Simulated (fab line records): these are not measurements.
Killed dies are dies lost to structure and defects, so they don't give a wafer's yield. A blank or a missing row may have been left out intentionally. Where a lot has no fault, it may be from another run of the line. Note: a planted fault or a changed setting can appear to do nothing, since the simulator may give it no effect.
Problem report, 8D (eight disciplines) form, completed by code ; flow n5Finfet ; the parts of the form that need people (team, actions taken, sign-off) are left out

== 1. PROBLEM STATEMENT ==
Across 4 wafers from 3 lots, M10_ILD_THK at N5_BEOL_M10_THK_MEAS_01 averages 297 nm, while fault-free wafers read 268 nm with a standard deviation of 3.8. That is +7.6 standard deviations from the usual mean.
The first sign was on wafer L565.6 at day 12 19:22, on filmMetro-01. At this step, 28 wafers from 12 lots have a number in the record. Rule for "out" (also "out of limits"): further than 4 standard deviations from the usual mean. The other wafers with a number count as sound.

== 2. WHAT IT IS, AND WHAT IT ISN'T ==
question;is;is not
which readings at this step;M10_ILD_THK;-
which lots;L565, L567, L569;L553, L554, L555, L557, L560, L570, L571, L573, L576
which wafers of those lots;L565.6, L567.6, L569.2, L569.6;L565.4, L567.1
read on which gauges;filmMetro-01;filmMetro-02
when;from day 12 19:22;"up to then (13 sound wafers); but 11 sound wafers of L567, L570, L571, L573, L576 came after"

== 3. WHAT RULES OUT EACH SUSPECT ==
Counting: if a tool at a process step up to the reading ran every lot that is out, it stays a suspect. Sound lots after the first of them don't rule it out here, since some wafers of a struck lot are sound.
- the gauge at N5_BEOL_M10_THK_MEAS_01: ruled out. All the wafers that are out were read on filmMetro-01, but those of them that N5_BEOL_M10_ILD_DEP_00 has rows for are out there too, on other tools.
- pecvd-02 at N5_BEOL_M10_ILD_DEP_00 (deposits SiCOH lowk from DEMS/porogen, target thk 308.51 nm, time 58 s): kept. Ran every lot that is out, first one L565 (day 12 18:46); last sound lot up to then L560 (day 11 17:43). Its own readings are out on those wafers: runLengthS.
The count leaves pecvd-02 at N5_BEOL_M10_ILD_DEP_00.

== 4. THE CAUSE (what the simulator had put in) ==
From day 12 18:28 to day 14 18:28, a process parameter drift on pecvd-02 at N5_BEOL_M10_ILD_DEP_00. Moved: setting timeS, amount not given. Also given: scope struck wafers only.
Only this tool survived the counting.

== 5. THE EFFECT CHAIN, in route order ==
Each row: a reading whose mean over the struck wafers that have a number lies more than 3 standard deviations from the usual. Only readings for which the record gives a usual standard deviation are gone through. hours: the time from each lot's start at the first step in this table that gives one to its start at this step, as a median over the lots. sigmas: the change in usual standard deviations.
hours;step;reading;usual;on struck wafers;change;sigmas
0;N5_BEOL_M10_ILD_DEP_00;runLengthS;100.8 s;106.9;+6.1;+15
1;N5_BEOL_M10_THK_MEAS_01;M10_ILD_THK;268 nm;297;+29;+7.6
It contains these process steps:
- N5_BEOL_M10_ILD_DEP_00: deposits SiCOH lowk from DEMS/porogen, target thk 308.51 nm, time 58 s.

== 6. WHAT WOULD HAVE CAUGHT IT SOONER ==
In this record the first reading out of limits at a measuring or inspecting step was taken at day 12 19:22, 1 hour after the fault began at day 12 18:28.
At N5_BEOL_M10_ILD_DEP_00, the tool's own readings (runLengthS) were out on each struck wafer the step has a row for, so an alarm limit on them would have fired on the first such wafer.
Among the 3 lots that are out, L567, L569 began N5_BEOL_M10_ILD_DEP_00 on pecvd-02 after day 12 19:22. A hold on the tool at that time would have spared those 2.
